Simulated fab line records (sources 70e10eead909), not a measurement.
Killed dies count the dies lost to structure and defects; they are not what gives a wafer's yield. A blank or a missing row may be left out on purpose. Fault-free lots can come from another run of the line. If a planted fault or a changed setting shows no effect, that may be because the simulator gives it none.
Chamber matching || flow nandHarc || NHARC_P_M0_DEP_32 on pecvd-01 has 3 sister chambers
The step deposits SiCN, target thk 30 nm. 18 wafers are shown with their chamber, then 9 later ones without.

WAFERS WITH THEIR CHAMBER
{"wafer": "L509.1", "chamber": 1, "heaterPowerW (W)": 575}
{"wafer": "L509.2", "chamber": 0, "heaterPowerW (W)": 408}
{"wafer": "L509.6", "chamber": 0, "heaterPowerW (W)": 409}
{"wafer": "L510.2", "chamber": 2, "heaterPowerW (W)": 584}
{"wafer": "L510.4", "chamber": 1, "heaterPowerW (W)": 684}
{"wafer": "L510.6", "chamber": 0, "heaterPowerW (W)": 498}
{"wafer": "L512.1", "chamber": 0, "heaterPowerW (W)": 457}
{"wafer": "L512.4", "chamber": 0, "heaterPowerW (W)": 448}
{"wafer": "L512.5", "chamber": 1, "heaterPowerW (W)": 641}
{"wafer": "L514.1", "chamber": 1, "heaterPowerW (W)": 634}
{"wafer": "L514.4", "chamber": 1, "heaterPowerW (W)": 650}
{"wafer": "L514.5", "chamber": 2, "heaterPowerW (W)": 593}
{"wafer": "L519.1", "chamber": 0, "heaterPowerW (W)": 491}
{"wafer": "L519.2", "chamber": 2, "heaterPowerW (W)": 626}
{"wafer": "L519.6", "chamber": 2, "heaterPowerW (W)": 632}
{"wafer": "L520.1", "chamber": 0, "heaterPowerW (W)": 448}
{"wafer": "L520.3", "chamber": 2, "heaterPowerW (W)": 705}
{"wafer": "L520.5", "chamber": 2, "heaterPowerW (W)": 699}

SIGNATURES (means of the wafers above)
{"reading": "heaterPowerW", "chamber 0": 451.29, "chamber 1": 636.80, "chamber 2": 639.83, "scatter within a chamber": 42.5}
Rule: distance of a wafer from a chamber = root of the sum over the readings of ((wafer's reading minus chamber's mean) / reading's scatter) squared. The wafer belongs to the nearest chamber; if the next one is less than 2 further off, it can't be placed. The scatter: the root of (the sum of the squares of (reading less its chamber's mean) over the shown wafers, divided by (wafers less chambers)).

WAFERS WHOSE CHAMBER IS MISSING
{"wafer": "L523.4", "heaterPowerW (W)": 462}
{"wafer": "L523.5", "heaterPowerW (W)": 655}
{"wafer": "L523.6", "heaterPowerW (W)": 610}
{"wafer": "L524.4", "heaterPowerW (W)": 486}
{"wafer": "L524.5", "heaterPowerW (W)": 693}
{"wafer": "L524.6", "heaterPowerW (W)": 649}
{"wafer": "L529.1", "heaterPowerW (W)": 480}
{"wafer": "L529.3", "heaterPowerW (W)": 608}
{"wafer": "L529.4", "heaterPowerW (W)": 657}

EACH ONE'S CHAMBER
{"wafer": "L523.4", "from the rows above": 0, "in truth": 0}
{"wafer": "L523.5", "from the rows above": "can't be placed: 2 or 1", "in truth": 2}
{"wafer": "L523.6", "from the rows above": "can't be placed: 1 or 2", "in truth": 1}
{"wafer": "L524.4", "from the rows above": 0, "in truth": 0}
{"wafer": "L524.5", "from the rows above": "can't be placed: 2 or 1", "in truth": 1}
{"wafer": "L524.6", "from the rows above": "can't be placed: 2 or 1", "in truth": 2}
{"wafer": "L529.1", "from the rows above": 0, "in truth": 0}
{"wafer": "L529.3", "from the rows above": "can't be placed: 1 or 2", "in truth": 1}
{"wafer": "L529.4", "from the rows above": "can't be placed: 2 or 1", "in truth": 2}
Correct placement for 3 of the 9. Unplaceable from these rows: 6, with the true chamber sitting among the candidates in 6. Placed wrongly: 0.
